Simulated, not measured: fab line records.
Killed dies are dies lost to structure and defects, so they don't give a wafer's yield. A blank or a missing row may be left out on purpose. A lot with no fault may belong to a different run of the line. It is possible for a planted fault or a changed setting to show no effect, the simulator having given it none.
Matching of chambers	flow n5Finfet	N5_BEOL_M11_ETCH_62 on rieDiel-05 has 4 sister chambers
The step etches SOC in N2/H2, target depth 110 nm, overetch 22 nm, time 165 s. 18 wafers are shown with their chamber, then 9 later ones without.

## WAFERS WITH THEIR CHAMBER
wafer	chamber	drypumpMotorCurrentA (A)	throttleValvePct (%)	showerheadPlenumPTorr (Torr)
L078.1	1	5.5	17.44	2.56
L078.5	0	6.4	18.07	2.47
L078.6	1	5.5	17.45	2.56
L076.4	2	5.7	17.50	2.57
L076.5	0	6.4	18.08	2.47
L076.6	1	5.4	17.46	2.56
L088.4	0	6.4	18.14	2.46
L088.5	2	5.7	17.52	2.57
L088.6	1	5.5	17.49	2.55
L086.2	1	5.5	17.48	2.55
L086.3	0	6.4	18.13	2.46
L086.6	3	5.5	17.97	2.62
L087.1	2	5.7	17.52	2.57
L087.5	0	6.4	18.13	2.46
L087.6	3	5.5	17.99	2.61
L090.4	1	5.4	17.49	2.55
L090.5	3	5.5	17.96	2.61
L090.6	2	5.7	17.52	2.56

SIGNATURES, as means of the wafers listed above
reading	chamber 0	chamber 1	chamber 2	chamber 3	scatter within a chamber
drypumpMotorCurrentA	6.400	5.467	5.700	5.500	0.0309
throttleValvePct	18.1100	17.4683	17.5150	17.9733	0.0228
showerheadPlenumPTorr	2.4640	2.5550	2.5675	2.6133	0.00542
Rule: a wafer lies at a distance from a chamber equal to the root of the sum of squares, over the readings, of (its reading less the chamber's mean, divided by the reading's scatter). If the next closest chamber is less than 2 further off than the closest, the wafer can't be placed; otherwise it belongs to the closest. The scatter: take each reading less its chamber's mean, square it, sum over the shown wafers, divide by the number of wafers less the number of chambers, and take the root.

## WAFERS MISSING THEIR CHAMBER
wafer	drypumpMotorCurrentA (A)	throttleValvePct (%)	showerheadPlenumPTorr (Torr)
L092.1	5.5	18.00	2.61
L092.2	5.4	17.50	2.55
L092.3	5.7	17.53	2.56
L097.3	6.4	18.15	2.45
L097.4	5.4	17.51	2.55
L097.5	5.4	17.52	2.55
L096.2	5.5	18.01	2.61
L096.4	5.7	17.55	2.56
L096.5	5.5	18.01	2.61

## THE CHAMBER EACH PASSED THROUGH
wafer	from the rows above	in truth
L092.1	3	3
L092.2	1	1
L092.3	2	2
L097.3	0	0
L097.4	1	1
L097.5	1	1
L096.2	3	3
L096.4	2	2
L096.5	3	3
Correct placement for 9 of the 9. Left unplaced by these rows: 0. Number placed wrongly: 0.
